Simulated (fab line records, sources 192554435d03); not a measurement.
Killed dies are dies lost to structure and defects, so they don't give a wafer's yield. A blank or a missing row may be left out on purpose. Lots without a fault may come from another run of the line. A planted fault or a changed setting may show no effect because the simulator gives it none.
One fault seen from 3 desks | flow n5_finfet | each desk has only its own numbers; what lay behind them comes last

THE METROLOGY DESK
What the gauges read, lot by lot, whatever tool the lot ran on: means of the sampled wafers that have a number. A lot is out of limits, marked OUT, if its mean lies more than 4 standard deviations from the usual mean; the brackets give that distance.
Columns: A = cd_nm at N5_BEOL_M9_CD_MEAS_11, usual 64.2 nm; B = M9_OVL at N5_BEOL_M9_OVL_MEAS_12, usual -0.3 nm
lot  | first seen here | A    | B
L215 | day 10 17:37    | 64.7 | 1.1
L217 | day 11 11:11    | 63.9 | 0.2
L219 | day 11 17:57    | 64.1 | -0.4
L222 | day 12 04:58    | 64.2 | -0.5
L224 | day 12 22:41    | 64.2 | -0.6
L227 | day 14 00:23    | 64.7 | 0.2
This desk's finding: nothing out of limits on any of the 6 lots.

THE DEFECT DESK
What the inspections along the route counted, lot by lot: means of the sampled wafers that have a number. A lot is out of limits, marked OUT, if its mean lies more than 4 standard deviations from the usual mean; the brackets give that distance.
Columns: A = raw_defect_count at N5_BEOL_M9_INSPECT_13, usual 432
lot  | first seen here | A
L215 | day 10 17:40    | 395
L217 | day 11 11:14    | 356
L219 | day 11 18:00    | 613
L222 | day 12 05:01    | 490
L224 | day 12 22:44    | 456
L227 | day 14 00:26    | 356
This desk's finding: nothing out of limits on any of the 6 lots.

THE TOOL OWNER'S DESK: rie_metal-01
The tool's own readings at N5_BEOL_M9_HM_OPEN_17 (chemistry Cl2/BCl3, target TiN, target depth 20 nm, overetch 6 nm): means of the sampled wafers that have a number, for each lot that ran on this tool. A lot is out of limits, marked OUT, if its mean lies more than 4 standard deviations from the usual mean; the brackets give that distance.
Columns: A = drypump_motor_current_A at N5_BEOL_M9_HM_OPEN_17, usual 5.45 A; B = oes_product_au at N5_BEOL_M9_HM_OPEN_17, usual 0.67 a.u.; C = throttle_valve_pct at N5_BEOL_M9_HM_OPEN_17, usual 22.35 %
lot  | first seen here | A    | B    | C
L215 | day 10 18:10    | 5.38 | 0.66 | 22.14
L219 | day 11 18:19    | 5.42 | 0.61 | 22.39
L222 | day 12 05:20    | 5.47 | 0.56 | 22.64
This desk's finding: nothing out of limits on any of the 3 lots.

PUT TOGETHER
The metrology desk saw nothing out of limits.
The defect desk saw nothing out of limits.
The tool owner's desk saw nothing out of limits.

WHAT THE SIMULATOR HAD PUT IN
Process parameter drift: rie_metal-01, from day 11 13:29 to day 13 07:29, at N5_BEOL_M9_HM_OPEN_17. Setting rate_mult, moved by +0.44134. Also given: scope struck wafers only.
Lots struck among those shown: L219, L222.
